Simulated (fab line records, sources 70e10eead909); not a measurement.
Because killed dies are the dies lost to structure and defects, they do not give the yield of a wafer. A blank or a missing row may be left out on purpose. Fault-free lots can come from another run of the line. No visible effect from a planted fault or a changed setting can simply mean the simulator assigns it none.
Chamber matching :: flow nandHarc :: 4 sister chambers for NHARC_P_M2_DESCUM_14 on rieDiel-09
The step chemistry O2, time 3 s. 45 wafers are shown with their chamber, then 12 later ones without.

WAFERS WITH THEIR CHAMBER
wafer: L074.1
chamber: 2
drypumpMotorCurrentA (A): 5.5
oesProductAu (a.u.): 1.002
rfVppV (V): 56.8

wafer: L074.5
chamber: 3
drypumpMotorCurrentA (A): 5.8
oesProductAu (a.u.): 1.028
rfVppV (V): 57.2

wafer: L074.6
chamber: 2
drypumpMotorCurrentA (A): 5.5
oesProductAu (a.u.): 1.002
rfVppV (V): 57.2

wafer: L076.4
chamber: 1
drypumpMotorCurrentA (A): 6.4
oesProductAu (a.u.): 1.009
rfVppV (V): 57.7

wafer: L076.5
chamber: 2
drypumpMotorCurrentA (A): 5.5
oesProductAu (a.u.): 1.020
rfVppV (V): 56.8

wafer: L076.6
chamber: 3
drypumpMotorCurrentA (A): 5.8
oesProductAu (a.u.): 1.018
rfVppV (V): 58.8

wafer: L075.1
chamber: 3
drypumpMotorCurrentA (A): 5.8
oesProductAu (a.u.): 1.022
rfVppV (V): 57.7

wafer: L075.3
chamber: 2
drypumpMotorCurrentA (A): 5.5
oesProductAu (a.u.): 1.013
rfVppV (V): 56.5

wafer: L075.6
chamber: 3
drypumpMotorCurrentA (A): 5.7
oesProductAu (a.u.): 1.033
rfVppV (V): 58.9

wafer: L075.2
chamber: 1
drypumpMotorCurrentA (A): 6.4
oesProductAu (a.u.): 1.009
rfVppV (V): 57.9

wafer: L075.4
chamber: 1
drypumpMotorCurrentA (A): 6.4
oesProductAu (a.u.): 1.005
rfVppV (V): 57.3

wafer: L075.5
chamber: 2
drypumpMotorCurrentA (A): 5.5
oesProductAu (a.u.): 1.003
rfVppV (V): 56.9

wafer: L078.1
chamber: 3
drypumpMotorCurrentA (A): 5.7
oesProductAu (a.u.): 1.027
rfVppV (V): 58.3

wafer: L078.5
chamber: 1
drypumpMotorCurrentA (A): 6.4
oesProductAu (a.u.): 1.004
rfVppV (V): 57.1

wafer: L078.6
chamber: 2
drypumpMotorCurrentA (A): 5.5
oesProductAu (a.u.): 0.999
rfVppV (V): 56.8

wafer: L077.2
chamber: 2
drypumpMotorCurrentA (A): 5.5
oesProductAu (a.u.): 1.009
rfVppV (V): 56.9

wafer: L077.3
chamber: 1
drypumpMotorCurrentA (A): 6.4
oesProductAu (a.u.): 1.012
rfVppV (V): 57.5

wafer: L077.5
chamber: 1
drypumpMotorCurrentA (A): 6.4
oesProductAu (a.u.): 1.010
rfVppV (V): 56.9

wafer: L077.1
chamber: 3
drypumpMotorCurrentA (A): 5.8
oesProductAu (a.u.): 1.022
rfVppV (V): 59.0

wafer: L077.4
chamber: 3
drypumpMotorCurrentA (A): 5.8
oesProductAu (a.u.): 1.021
rfVppV (V): 55.7

wafer: L077.6
chamber: 2
drypumpMotorCurrentA (A): 5.5
oesProductAu (a.u.): 1.009
rfVppV (V): 57.2

wafer: L081.2
chamber: 3
drypumpMotorCurrentA (A): 5.8
oesProductAu (a.u.): 1.011
rfVppV (V): 57.0

wafer: L081.3
chamber: 2
drypumpMotorCurrentA (A): 5.4
oesProductAu (a.u.): 0.994
rfVppV (V): 58.0

wafer: L081.6
chamber: 3
drypumpMotorCurrentA (A): 5.8
oesProductAu (a.u.): 1.018
rfVppV (V): 58.5

wafer: L082.1
chamber: 2
drypumpMotorCurrentA (A): 5.5
oesProductAu (a.u.): 1.015
rfVppV (V): 56.6

wafer: L082.4
chamber: 3
drypumpMotorCurrentA (A): 5.8
oesProductAu (a.u.): 1.029
rfVppV (V): 57.7

wafer: L082.6
chamber: 2
drypumpMotorCurrentA (A): 5.5
oesProductAu (a.u.): 1.007
rfVppV (V): 56.8

wafer: L083.1
chamber: 1
drypumpMotorCurrentA (A): 6.4
oesProductAu (a.u.): 0.994
rfVppV (V): 56.2

wafer: L083.2
chamber: 2
drypumpMotorCurrentA (A): 5.5
oesProductAu (a.u.): 1.007
rfVppV (V): 57.1

wafer: L083.6
chamber: 1
drypumpMotorCurrentA (A): 6.4
oesProductAu (a.u.): 1.000
rfVppV (V): 57.8

wafer: L084.2
chamber: 1
drypumpMotorCurrentA (A): 6.4
oesProductAu (a.u.): 1.010
rfVppV (V): 57.3

wafer: L084.4
chamber: 2
drypumpMotorCurrentA (A): 5.4
oesProductAu (a.u.): 1.010
rfVppV (V): 57.1

wafer: L084.6
chamber: 3
drypumpMotorCurrentA (A): 5.8
oesProductAu (a.u.): 1.007
rfVppV (V): 57.8

wafer: L088.2
chamber: 0
drypumpMotorCurrentA (A): 5.3
oesProductAu (a.u.): 0.966
rfVppV (V): 58.0

wafer: L088.3
chamber: 3
drypumpMotorCurrentA (A): 5.7
oesProductAu (a.u.): 1.009
rfVppV (V): 57.2

wafer: L088.6
chamber: 1
drypumpMotorCurrentA (A): 6.4
oesProductAu (a.u.): 1.001
rfVppV (V): 56.5

wafer: L086.1
chamber: 0
drypumpMotorCurrentA (A): 5.3
oesProductAu (a.u.): 0.966
rfVppV (V): 56.6

wafer: L086.2
chamber: 3
drypumpMotorCurrentA (A): 5.8
oesProductAu (a.u.): 1.020
rfVppV (V): 57.7

wafer: L086.5
chamber: 3
drypumpMotorCurrentA (A): 5.8
oesProductAu (a.u.): 1.018
rfVppV (V): 57.0

wafer: L087.1
chamber: 2
drypumpMotorCurrentA (A): 5.5
oesProductAu (a.u.): 1.006
rfVppV (V): 57.6

wafer: L087.4
chamber: 0
drypumpMotorCurrentA (A): 5.3
oesProductAu (a.u.): 0.979
rfVppV (V): 56.0

wafer: L087.6
chamber: 1
drypumpMotorCurrentA (A): 6.4
oesProductAu (a.u.): 1.014
rfVppV (V): 57.5

wafer: L091.4
chamber: 3
drypumpMotorCurrentA (A): 5.8
oesProductAu (a.u.): 0.995
rfVppV (V): 57.1

wafer: L091.5
chamber: 1
drypumpMotorCurrentA (A): 6.4
oesProductAu (a.u.): 1.012
rfVppV (V): 56.0

wafer: L091.6
chamber: 2
drypumpMotorCurrentA (A): 5.5
oesProductAu (a.u.): 0.993
rfVppV (V): 56.0

SIGNATURES (averages over the wafers above)
reading: drypumpMotorCurrentA
chamber 0: 5.300
chamber 1: 6.400
chamber 2: 5.487
chamber 3: 5.780
scatter within a chamber: 0.0318

reading: oesProductAu
chamber 0: 0.97033
chamber 1: 1.00667
chamber 2: 1.00593
chamber 3: 1.01853
scatter within a chamber: 0.00799

reading: rfVppV
chamber 0: 56.867
chamber 1: 57.142
chamber 2: 56.953
chamber 3: 57.707
scatter within a chamber: 0.709
Rule: distance of a wafer from a chamber = root of the sum over the readings of ((wafer's reading minus chamber's mean) / reading's scatter) squared. The wafer belongs to the nearest chamber; if the next one is less than 2 further off, it can't be placed. The scatter is the square root of a quotient: the sum, over the shown wafers, of each reading's squared deviation from its chamber's mean, divided by wafers minus chambers.

WAFERS WITH NO CHAMBER GIVEN
wafer: L093.2
drypumpMotorCurrentA (A): 5.5
oesProductAu (a.u.): 0.999
rfVppV (V): 56.2

wafer: L093.3
drypumpMotorCurrentA (A): 5.8
oesProductAu (a.u.): 1.001
rfVppV (V): 57.8

wafer: L093.4
drypumpMotorCurrentA (A): 5.3
oesProductAu (a.u.): 0.966
rfVppV (V): 57.1

wafer: L093.1
drypumpMotorCurrentA (A): 6.4
oesProductAu (a.u.): 1.007
rfVppV (V): 57.5

wafer: L093.5
drypumpMotorCurrentA (A): 5.8
oesProductAu (a.u.): 1.008
rfVppV (V): 58.3

wafer: L093.6
drypumpMotorCurrentA (A): 5.5
oesProductAu (a.u.): 1.013
rfVppV (V): 57.5

wafer: L094.1
drypumpMotorCurrentA (A): 5.8
oesProductAu (a.u.): 1.014
rfVppV (V): 57.6

wafer: L094.2
drypumpMotorCurrentA (A): 6.4
oesProductAu (a.u.): 1.016
rfVppV (V): 57.7

wafer: L094.5
drypumpMotorCurrentA (A): 6.4
oesProductAu (a.u.): 1.013
rfVppV (V): 56.6

wafer: L096.1
drypumpMotorCurrentA (A): 5.7
oesProductAu (a.u.): 1.007
rfVppV (V): 57.8

wafer: L096.2
drypumpMotorCurrentA (A): 6.4
oesProductAu (a.u.): 1.043
rfVppV (V): 56.7

wafer: L096.6
drypumpMotorCurrentA (A): 5.3
oesProductAu (a.u.): 0.975
rfVppV (V): 57.8

WHICH CHAMBER EACH WENT THROUGH
wafer: L093.2
from the rows above: 2
in truth: 2

wafer: L093.3
from the rows above: 3
in truth: 3

wafer: L093.4
from the rows above: 0
in truth: 0

wafer: L093.1
from the rows above: 1
in truth: 1

wafer: L093.5
from the rows above: 3
in truth: 3

wafer: L093.6
from the rows above: 2
in truth: 2

wafer: L094.1
from the rows above: 3
in truth: 3

wafer: L094.2
from the rows above: 1
in truth: 1

wafer: L094.5
from the rows above: 1
in truth: 1

wafer: L096.1
from the rows above: 3
in truth: 3

wafer: L096.2
from the rows above: 1
in truth: 1

wafer: L096.6
from the rows above: 0
in truth: 0
12 of 12 placed correctly. Number that these rows cannot place: 0. 0 placed wrongly.
